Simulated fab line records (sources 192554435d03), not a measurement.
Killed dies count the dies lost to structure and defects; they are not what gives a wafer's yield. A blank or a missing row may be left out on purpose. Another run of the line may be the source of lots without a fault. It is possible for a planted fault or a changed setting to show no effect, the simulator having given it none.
Which tool was responsible?	flow n5_finfet	24 lots with 72 wafers sampled at 6 steps, on a route of 1938 steps

## WHAT THE GAUGES READ, wafer by wafer
N5_BEOL_M11_OVL_MEAS_29.
lot	measured	on	V10_OVL (nm)
L074	day 11 03:07	overlay-02	0.1 -0.3 0.0
L075	day 11 08:20	overlay-01	0.7 0.0 0.3
L076	day 11 15:29	overlay-02	-0.2 -1.3 -0.7
L078	day 11 15:40	overlay-01	-1.3 0.0 -1.2
L077	day 11 18:08	overlay-01	0.5 0.9 1.1
L081	day 12 00:40	overlay-01	-1.7 -2.2 -0.9
L079	day 12 06:40	overlay-02	-1.2 -2.7 -2.0
L080	day 12 08:56	overlay-01	-0.7 -3.1 -1.3
L083	day 12 09:07	overlay-01	-0.8 -0.6 -1.2
L082	day 12 15:41	overlay-02	-2.4 0.1 -2.4
L084	day 13 08:02	overlay-01	-1.1 -1.3 -1.0
L085	day 13 08:42	overlay-01	0.1 -1.7 -1.2
L086	day 14 01:19	overlay-01	-2.0 -1.4 -0.6
L088	day 14 01:09	overlay-01	-0.6 0.5 -0.8
L089	day 14 18:20	overlay-02	-0.5 -1.6 -0.6
L087	day 14 20:21	overlay-01	0.2 0.6 -0.5
L092	day 14 20:40	overlay-02	-0.7 -2.3 -1.4
L090	day 15 02:01	overlay-02	-1.1 -2.9 -2.0
L091	day 15 02:16	overlay-02	-0.7 -1.4 -1.4
L094	day 15 03:37	overlay-01	-0.1 0.1 -1.2
L093	day 15 10:18	overlay-02	-1.1 -0.1 -0.9
L095	day 16 14:43	overlay-01	-2.0 -1.5 -1.4
L097	day 16 22:29	overlay-02	-1.2 -1.0 -0.7
L096	day 17 19:37	overlay-01	0.6 0.2 0.1

N5_BEOL_M13_CD_MEAS_10: target cd 190 nm.
lot	measured	on	cd_nm (nm)
L074	day 11 12:20	cd_sem-01	192.2 192.2 189.9
L075	day 11 15:23	cd_sem-02	193.5 192.3 191.9
L076	day 12 03:08	cd_sem-02	193.6 194.4 194.0
L078	day 12 04:19	cd_sem-03	190.5 191.2 190.2
L077	day 12 06:36	cd_sem-02	189.1 188.2 189.8
L081	day 12 10:41	cd_sem-02	189.7 191.3 190.9
L079	day 12 20:25	cd_sem-02	191.6 192.3 191.8
L080	day 12 21:32	cd_sem-03	191.5 191.9 193.1
L083	day 12 21:07	cd_sem-03	188.7 187.2 187.6
L082	day 13 01:41	cd_sem-02	188.0 190.8 188.6
L084	day 13 20:28	cd_sem-03	189.2 186.9 188.5
L085	day 14 01:01	cd_sem-03	191.2 190.8 190.7
L086	day 14 18:17	cd_sem-01	190.3 189.2 190.6
L088	day 14 10:12	cd_sem-01	186.2 189.0 186.3
L089	day 15 03:29	cd_sem-02	188.3 188.6 188.6
L087	day 15 05:18	cd_sem-02	188.4 189.7 188.8
L092	day 15 08:29	cd_sem-03	190.0 190.9 190.0
L090	day 15 09:55	cd_sem-01	189.1 190.3 189.4
L091	day 15 12:43	cd_sem-03	190.9 191.4 189.7
L094	day 15 18:56	cd_sem-03	190.3 192.6 191.9
L093	day 16 00:23	cd_sem-01	192.3 188.3 191.2
L095	day 17 00:55	cd_sem-02	193.5 193.3 192.3
L097	day 17 07:59	cd_sem-02	191.3 191.2 188.9
L096	day 18 05:52	cd_sem-01	190.6 190.4 189.7

N5_BEOL_M14_CD_MEAS_17: target cd 250 nm.
lot	measured	on	cd_nm (nm)
L074	day 11 18:47	cd_sem-02	255 250 253
L075	day 11 22:08	cd_sem-01	244 244 250
L076	day 12 07:47	cd_sem-01	246 246 246
L078	day 12 10:23	cd_sem-01	252 252 249
L077	day 12 11:50	cd_sem-01	248 248 252
L081	day 12 22:18	cd_sem-01	251 252 248
L079	day 13 02:43	cd_sem-02	250 248 248
L080	day 13 06:38	cd_sem-03	246 246 248
L083	day 13 04:40	cd_sem-02	248 253 254
L082	day 13 11:25	cd_sem-01	241 247 251
L084	day 14 01:19	cd_sem-03	250 255 252
L085	day 14 06:03	cd_sem-01	250 255 257
L086	day 15 00:05	cd_sem-03	248 249 253
L088	day 14 17:26	cd_sem-01	250 247 246
L089	day 15 10:02	cd_sem-01	247 247 247
L087	day 15 10:19	cd_sem-01	245 247 250
L092	day 15 18:57	cd_sem-01	249 256 253
L090	day 15 21:34	cd_sem-03	245 250 250
L091	day 15 19:32	cd_sem-01	246 245 248
L094	day 16 03:58	cd_sem-02	250 248 249
L093	day 16 07:03	cd_sem-01	253 252 252
L095	day 17 05:41	cd_sem-02	255 249 257
L097	day 17 13:08	cd_sem-01	253 251 251
L096	day 18 13:21	cd_sem-01	251 251 251

## TOOL THAT RAN EACH LOT (tool first, then ch and the chambers of the sampled wafers, then the start)
lot	N5_BEOL_M11_STRIP_19	N5_BEOL_M12_VIA_ETCH_16	N5_BEOL_M13_STRIP_37
L074	rie_diel-05 ch 0,1,2, day 11 02:43	rie_diel-01 ch 2,3, day 11 07:35	plasma_asher-02 ch 0,1, day 11 14:22
L075	rie_diel-02 ch 1,3, day 11 07:16	rie_diel-01 ch 0,1,3, day 11 11:41	plasma_asher-01 ch 1, day 11 17:11
L076	rie_diel-04 ch 0,3, day 11 13:34	rie_diel-06 ch 0,2, day 11 19:22	plasma_asher-01 ch 0,1, day 12 04:55
L078	rie_diel-04 ch 2,3, day 11 13:42	rie_diel-03 ch 0,1,3, day 11 20:58	plasma_asher-01 ch 0,1, day 12 06:05
L077	rie_diel-04 ch 0,3, day 11 17:34	rie_diel-06 ch 0,2,3, day 11 21:40	plasma_asher-01 ch 0,1, day 12 08:15
L081	rie_diel-04 ch 0,2, day 12 00:13	rie_diel-01 ch 0,1,2, day 12 05:05	plasma_asher-02 ch 0,1, day 12 12:31
L079	rie_diel-04 ch 2,3, day 12 06:04	rie_diel-06 ch 0,1,2, day 12 10:26	plasma_asher-02 ch 0,1, day 12 22:10
L080	rie_diel-02 ch 0,1,3, day 12 08:26	rie_diel-03 ch 1,2,3, day 12 13:06	plasma_asher-02 ch 0,1, day 12 23:11
L083	rie_diel-04 ch 1,2,3, day 12 08:34	rie_diel-06 ch 0,1,3, day 12 13:22	plasma_asher-01 ch 0,1, day 12 22:47
L082	rie_diel-04 ch 1,3, day 12 12:05	rie_diel-06 ch 0,1, day 12 19:48	plasma_asher-01 ch 0,1, day 13 03:20
L084	rie_diel-05 ch 0,1, day 13 07:31	rie_diel-06 ch 0,1,2, day 13 13:14	plasma_asher-01 ch 0,1, day 13 22:14
L085	rie_diel-02 ch 1,2, day 13 08:08	rie_diel-03 ch 0,1,3, day 13 14:24	plasma_asher-02 ch 0,1, day 14 02:58
L086	rie_diel-04 ch 1,2,3, day 13 22:10	rie_diel-01 ch 0,1, day 14 05:37	plasma_asher-01 ch 0,1, day 14 20:18
L088	rie_diel-04 ch 1,3, day 13 22:56	rie_diel-03 ch 0,2,3, day 14 04:50	plasma_asher-02 ch 0, day 14 12:03
L089	rie_diel-05 ch 2,3, day 14 16:40	rie_diel-03 ch 0,3, day 14 23:01	plasma_asher-01 ch 0,1, day 15 05:18
L087	rie_diel-04 ch 0,1, day 14 19:58	rie_diel-03 ch 1,3, day 15 01:37	plasma_asher-01 ch 0,1, day 15 07:25
L092	rie_diel-04 ch 2,3, day 14 20:10	rie_diel-06 ch 0,1,3, day 15 02:47	plasma_asher-01 ch 0,1, day 15 10:16
L090	rie_diel-04 ch 0,3, day 15 01:34	rie_diel-03 ch 0,2,3, day 15 06:26	plasma_asher-01 ch 0,1, day 15 11:34
L091	rie_diel-04 ch 0,2,3, day 15 01:43	rie_diel-01 ch 0,2, day 15 06:40	plasma_asher-01 ch 0,1, day 15 14:29
L094	rie_diel-02 ch 0,1, day 15 02:26	rie_diel-01 ch 1,2, day 15 08:47	plasma_asher-02 ch 0,1, day 15 20:43
L093	rie_diel-05 ch 1,2, day 15 08:13	rie_diel-06 ch 1,3, day 15 14:54	plasma_asher-02 ch 1, day 16 02:28
L095	rie_diel-02 ch 0,2,3, day 16 13:29	rie_diel-06 ch 1,3, day 16 20:11	plasma_asher-01 ch 0,1, day 17 02:43
L097	rie_diel-05 ch 1,2, day 16 20:35	rie_diel-01 ch 0,1,3, day 17 03:33	plasma_asher-02 ch 0,1, day 17 09:38
L096	rie_diel-02 ch 1,2,3, day 17 14:45	rie_diel-01 ch 0,2,3, day 17 23:25	plasma_asher-02 ch 0,1, day 18 07:40
- N5_BEOL_M11_STRIP_19: strips in O2.
- N5_BEOL_M12_VIA_ETCH_16: etches SiOC in C4F8/O2/Ar, target depth 724.8 nm.
- N5_BEOL_M13_STRIP_37: strips in N2/H2.

## WHAT THE TOOLS THEMSELVES READ (means of the sampled wafers that have a number; where no wafer has one, the mark that the record gives instead)
N5_BEOL_M11_STRIP_19.
lot	tool	drypump_motor_current_A (A)	o2_flow_sccm (sccm)	oes_product_au (a.u.)	rf_vpp_V (V)	showerhead_plenum_p_Torr (Torr)	throttle_valve_pct (%)
L074	rie_diel-05	5.9	225.2	0.75	3.4	2.08	16.7
L075	rie_diel-02	5.5	224.9	0.80	3.7	2.21	16.6
L076	rie_diel-04	5.2	225.5	0.87	3.5	2.20	16.2
L078	rie_diel-04	4.9	224.3	0.81	3.8	2.13	16.6
L077	rie_diel-04	5.1	224.9	0.87	3.4	2.15	16.1
L081	rie_diel-04	5.0	225.8	0.81	3.7	2.18	16.7
L079	rie_diel-04	5.0	225.7	0.83	3.4	2.11	16.3
L080	rie_diel-02	5.8	225.4	0.75	3.7	2.15	16.8
L083	rie_diel-04	5.4	225.0	0.88	3.3	2.16	16.5
L082	rie_diel-04	5.4	225.0	0.89	4.0	2.15	16.3
L084	rie_diel-05	5.8	224.7	0.67	3.4	2.08	16.8
L085	rie_diel-02	5.7	224.7	0.85	4.0	2.11	16.9
L086	rie_diel-04	5.4	224.7	0.85	3.6	2.16	16.5
L088	rie_diel-04	5.8	225.0	0.92	4.2	2.20	16.5
L089	rie_diel-05	5.5	225.4	0.88	3.8	2.05	16.6
L087	rie_diel-04	5.6	224.7	0.88	3.6	2.25	16.5
L092	rie_diel-04	5.0	224.8	0.80	3.7	2.10	16.3
L090	rie_diel-04	5.1	225.3	0.83	4.1	2.14	16.2
L091	rie_diel-04	5.1	225.5	0.81	3.5	2.16	16.4
L094	rie_diel-02	6.0	225.2	0.70	4.3	2.10	16.9
L093	rie_diel-05	5.7	224.5	0.87	3.4	2.03	16.3
L095	rie_diel-02	5.7	225.1	0.80	3.8	2.12	16.8
L097	rie_diel-05	5.7	225.0	0.86	3.7	2.02	16.3
L096	rie_diel-02	5.7	224.9	0.77	4.0	2.14	16.8

N5_BEOL_M12_VIA_ETCH_16.
lot	tool	drypump_motor_current_A (A)	he_outer_torr (Torr)	oes_product_au (a.u.)	rf_vpp_V (V)	showerhead_plenum_p_Torr (Torr)	throttle_valve_pct (%)
L074	rie_diel-01	6.1	29.98	0.68	664.9	3.40	24.49
L075	rie_diel-01	6.2	29.97	0.65	663.8	3.39	24.36
L076	rie_diel-06	5.6	29.97	0.68	667.3	3.50	24.21
L078	rie_diel-03	6.0	29.97	0.69	664.7	3.39	24.30
L077	rie_diel-06	5.5	30.04	0.69	666.5	3.48	24.24
L081	rie_diel-01	6.2	29.99	0.69	665.7	3.42	24.32
L079	rie_diel-06	5.9	29.94	0.74	666.7	3.48	24.19
L080	rie_diel-03	5.7	30.00	0.69	663.4	3.37	24.05
L083	rie_diel-06	5.9	30.06	0.76	667.5	3.52	24.32
L082	rie_diel-06	6.0	29.98	0.74	668.5	3.54	24.28
L084	rie_diel-06	5.9	30.03	0.71	666.7	3.47	24.20
L085	rie_diel-03	6.0	30.03	0.68	663.1	3.39	24.32
L086	rie_diel-01	6.2	29.99	0.63	664.1	3.35	24.31
L088	rie_diel-03	5.9	29.99	0.65	663.8	3.35	24.16
L089	rie_diel-03	6.2	30.01	0.68	663.2	3.33	24.12
L087	rie_diel-03	6.0	29.99	0.71	663.0	3.34	24.02
L092	rie_diel-06	5.8	30.03	0.73	667.9	3.51	24.34
L090	rie_diel-03	5.9	29.99	0.64	664.1	3.35	24.17
L091	rie_diel-01	6.3	30.00	0.71	666.8	3.47	24.37
L094	rie_diel-01	6.2	30.03	0.70	664.9	3.39	24.40
L093	rie_diel-06	5.7	29.99	0.74	666.2	3.49	24.39
L095	rie_diel-06	5.7	30.00	0.72	666.8	3.48	24.41
L097	rie_diel-01	6.2	30.01	0.68	664.5	3.37	24.30
L096	rie_diel-01	6.2	30.06	0.73	665.7	3.42	24.33

N5_BEOL_M13_STRIP_37.
lot	tool	drypump_motor_current_A (A)	heater_power_w (W)	oes_product_au (a.u.)
L074	plasma_asher-02	5.5	297	0.783
L075	plasma_asher-01	4.9	334	0.785
L076	plasma_asher-01	4.9	344	0.784
L078	plasma_asher-01	4.9	360	0.790
L077	plasma_asher-01	4.9	359	0.783
L081	plasma_asher-02	5.6	328	0.773
L079	plasma_asher-02	5.6	324	0.788
L080	plasma_asher-02	5.5	293	0.780
L083	plasma_asher-01	4.9	360	0.786
L082	plasma_asher-01	4.9	358	0.784
L084	plasma_asher-01	4.9	354	0.779
L085	plasma_asher-02	5.6	319	0.790
L086	plasma_asher-01	4.9	346	0.783
L088	plasma_asher-02	5.7	355	0.788
L089	plasma_asher-01	4.9	348	0.784
L087	plasma_asher-01	4.9	355	0.787
L092	plasma_asher-01	4.9	352	0.786
L090	plasma_asher-01	4.9	360	0.794
L091	plasma_asher-01	4.9	359	0.788
L094	plasma_asher-02	5.5	290	0.790
L093	plasma_asher-02	5.4	259	0.786
L095	plasma_asher-01	4.9	350	0.786
L097	plasma_asher-02	5.6	326	0.803
L096	plasma_asher-02	5.6	326	0.790

## THE ANSWER, worked out from the rows above alone
Rule: usual is defined by the lots themselves. The widest of any qualifying gaps counts: lots, ordered by their means at a reading, are off when they make up no more than a third of the lots, leave a main group of 4 or more, and stand apart from it by 3 or more times the standard deviation of that group's means. A main group whose means are all the same, to the digits that the tables above print for the reading, isn't used. Also off: a lot with no number at a reading for which 4 or more lots have one. Where the step has rows for the other lots, those lots are counted as sound. The gauges are gone through in route order, then the tools' own readings, and for those a lot's mean is taken as printed above. The first step at which some lot is off is used, and at that step the reading that is off furthest; a lot without a number counts as furthest.
Nothing can be told from this: no lot is off at any reading shown.

## WHAT HAD BEEN PUT IN BY THE SIMULATOR
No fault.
